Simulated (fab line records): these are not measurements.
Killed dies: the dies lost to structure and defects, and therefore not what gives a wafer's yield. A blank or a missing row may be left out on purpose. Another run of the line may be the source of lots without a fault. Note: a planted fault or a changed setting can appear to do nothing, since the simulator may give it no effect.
Which of the tools did it? | flow nand harc | 6 lots with 18 wafers sampled at 4 steps, on a route of 1159 steps

WHAT THE GAUGES SHOWED, per wafer
NHARC_A_ONON_D1_THK_MEAS_02: measures by ellipsometry.
lot  | measured     | on            | thk nm (nm)
L698 | day 8 00:11  | film metro-01 | 996 994 993
L704 | day 9 05:00  | film metro-01 | 988 990 988
L706 | day 9 12:19  | film metro-02 | 995 994 994
L710 | day 10 15:36 | film metro-01 | 1012 1012 1009
L714 | day 11 20:43 | film metro-01 | 1003 1001 1001
L719 | day 12 21:05 | film metro-01 | 753 754 1006

EACH LOT AND THE TOOL THAT RAN IT (in order: tool; ch and the chambers of the sampled wafers; start)
lot  | NHARC_P_BONDPAD_ETCH_24                       | NHARC_A_ZERO_WELL_DESCUM_12        | NHARC_A_ONON_D1_DEP_00
L698 | rie diel-02 ch 2,3, day 7 01:07 or earlier    | rie diel-05 ch 0,1, day 7 01:17    | pecvd onon-04 ch 0, day 7 23:40
L704 | rie diel-02 ch 0,2, day 8 03:53 or earlier    | rie diel-13 ch 0,1,3, day 8 04:02  | pecvd onon-02 ch 0, day 9 04:30
L706 | rie diel-07 ch 2,3, day 8 15:50 or earlier    | rie diel-13 ch 0,1,3, day 8 16:00  | pecvd onon-03 ch 0, day 9 11:48
L710 | rie diel-02 ch 1,2, day 9 16:55 or earlier    | rie diel-05 ch 0,1,2, day 9 17:05  | pecvd onon-04 ch 0, day 10 15:05
L714 | rie diel-02 ch 1,2, day 10 23:55 or earlier   | rie diel-13 ch 0,1, day 11 00:04   | pecvd onon-04 ch 0, day 11 20:16
L719 | rie diel-02 ch 0,1,2, day 11 23:16 or earlier | rie diel-05 ch 0,1,2, day 11 23:26 | pecvd onon-02 ch 0, day 12 20:35
- NHARC_P_BONDPAD_ETCH_24: etches the open film in CF4/N2, target depth 30 nm, time 72.99 s.
- NHARC_A_ZERO_WELL_DESCUM_12: chemistry O2, time 3 s.
- NHARC_A_ONON_D1_DEP_00: target thk 1000 nm.

THE ANSWER, worked out from the rows above alone
Rule: the usual values come from the lots themselves. Put in order of their means at a reading, lots are off if they are a third of the lots or fewer, leave a main group of 4 or more, and stand apart from it by a gap of 3 or more times the standard deviation of the main group's means; of several such gaps the widest counts. A main group is skipped when, at the precision printed for the reading in the tables above, its means are all equal. Also off: a lot with no number at a reading for which 4 or more lots have one. Where the step has rows for the other lots, those lots are counted as sound.
Off: L719, at NHARC_A_ONON_D1_THK_MEAS_02 (thk nm). For the main group the mean is 998 nm and the standard deviation 7.7.
If a tool, at a process step before that reading, ran all the lots that are off and no sound lot after the first of them, it fits. Gauges at NHARC_A_ONON_D1_THK_MEAS_02: tried the same way as those tools. NHARC_P_BONDPAD_ETCH_24 gives no start for some lots, so the hours and the order of its lots are those of NHARC_A_ZERO_WELL_CD_MEAS_10. Can't be told from this: 4 tools fit, rie diel-02 at NHARC_P_BONDPAD_ETCH_24, rie diel-05 at NHARC_A_ZERO_WELL_DESCUM_12, pecvd onon-02 at NHARC_A_ONON_D1_DEP_00, film metro-01 at NHARC_A_ONON_D1_THK_MEAS_02.

WHAT WAS PUT IN BY THE SIMULATOR
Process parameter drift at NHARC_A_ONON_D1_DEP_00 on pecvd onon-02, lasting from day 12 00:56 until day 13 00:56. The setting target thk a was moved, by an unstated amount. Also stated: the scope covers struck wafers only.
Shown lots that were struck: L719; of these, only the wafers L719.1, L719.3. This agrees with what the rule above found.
